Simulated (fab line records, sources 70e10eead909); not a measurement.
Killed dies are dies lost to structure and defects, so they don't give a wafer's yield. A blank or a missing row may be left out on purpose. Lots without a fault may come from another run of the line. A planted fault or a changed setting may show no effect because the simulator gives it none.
Chamber matching | flow nand_harc | NHARC_A_ZERO_WELL_DESCUM_12 on rie_diel-11: 4 sister chambers
The step chemistry O2, time 3 s. 8 wafers are shown with their chamber, then 10 later ones without.

WAFERS WITH THEIR CHAMBER
wafer  | chamber | showerhead_plenum_p_Torr (Torr) | drypump_motor_current_A (A)
L083.5 | 0       | 1.81                            | 5.5
L084.3 | 3       | 1.82                            | 5.6
L084.6 | 2       | 1.91                            | 5.6
L084.2 | 0       | 1.81                            | 5.5
L084.4 | 2       | 1.91                            | 5.6
L084.5 | 1       | 1.88                            | 6.1
L088.2 | 3       | 1.82                            | 5.7
L088.4 | 1       | 1.87                            | 6.1

WAFERS WITHOUT THEIR CHAMBER
wafer  | showerhead_plenum_p_Torr (Torr) | drypump_motor_current_A (A)
L088.5 | 1.87                            | 6.1
L089.1 | 1.90                            | 5.6
L089.2 | 1.82                            | 5.7
L089.5 | 1.82                            | 5.7
L089.3 | 1.87                            | 6.1
L089.4 | 1.81                            | 5.5
L089.6 | 1.91                            | 5.6
L095.2 | 1.82                            | 5.7
L095.5 | 1.82                            | 5.6
L095.6 | 1.80                            | 5.5

WHICH CHAMBER EACH WENT THROUGH
wafer  | from the rows above | in truth
L088.5 | 1                   | 1
L089.1 | 2                   | 2
L089.2 | 3                   | 3
L089.5 | 3                   | 3
L089.3 | 1                   | 1
L089.4 | 0                   | 0
L089.6 | 2                   | 2
L095.2 | 3                   | 3
L095.5 | 3                   | 3
L095.6 | 0                   | 0
Placed correctly: 10 of 10. Can't be placed from these rows: 0. Placed wrongly: 0.
How it was worked out, from the rows above alone: a wafer's distance from a chamber is the root of the sum, over the readings, of the square of ((its reading less the chamber's mean) divided by the reading's scatter). The wafer belongs to the nearest chamber; if the next one is less than 2 further off, it can't be placed. A chamber's mean is the mean of its shown wafers. The scatter: the root of (the sum of the squares of (reading less its chamber's mean) over the shown wafers, divided by (wafers less chambers)).
